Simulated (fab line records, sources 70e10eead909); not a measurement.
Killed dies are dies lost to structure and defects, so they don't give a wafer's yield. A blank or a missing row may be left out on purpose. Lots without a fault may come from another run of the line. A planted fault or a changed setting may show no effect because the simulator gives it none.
Chamber matching | flow nand_harc | NHARC_A_BLC_DESCUM_15 on rie_diel-06: 4 sister chambers
The step chemistry O2, time 3 s. 4 wafers are shown with their chamber, then 12 later ones without.

WAFERS WITH THEIR CHAMBER
wafer  | chamber | showerhead_plenum_p_Torr (Torr)
L087.6 | 0       | 1.83
L088.1 | 2       | 2.01
L088.2 | 3       | 2.01
L088.3 | 1       | 2.01

WAFERS WITHOUT THEIR CHAMBER
wafer  | showerhead_plenum_p_Torr (Torr)
L092.3 | 2.01
L092.4 | 2.01
L092.6 | 2.01
L096.2 | 2.01
L096.3 | 2.00
L096.5 | 2.01
L097.3 | 1.83
L097.4 | 2.00
L097.5 | 2.00
L095.4 | 1.83
L095.5 | 1.83
L095.6 | 2.00

WHICH CHAMBER EACH WENT THROUGH
wafer  | from the rows above          | in truth
L092.3 | can't be placed: 1 or 2 or 3 | 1
L092.4 | can't be placed: 1 or 2 or 3 | 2
L092.6 | can't be placed: 1 or 2 or 3 | 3
L096.2 | can't be placed: 1 or 2 or 3 | 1
L096.3 | can't be placed: 1 or 2 or 3 | 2
L096.5 | can't be placed: 1 or 2 or 3 | 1
L097.3 | 0                            | 0
L097.4 | can't be placed: 1 or 2 or 3 | 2
L097.5 | can't be placed: 1 or 2 or 3 | 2
L095.4 | 0                            | 0
L095.5 | 0                            | 0
L095.6 | can't be placed: 1 or 2 or 3 | 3
Placed correctly: 3 of 12. Can't be placed from these rows: 9 (the true chamber is among the candidates in 9). Placed wrongly: 0.
How it was worked out, from the rows above alone: a wafer's distance from a chamber is the root of the sum, over the readings, of the square of ((its reading less the chamber's mean) divided by the reading's scatter). The wafer belongs to the nearest chamber; if the next one is less than 2 further off, it can't be placed. A chamber's mean is the mean of its shown wafers. The scatter: with one shown wafer a chamber, the root of the mean of the squares of how far each hidden wafer lies from its nearest shown one.
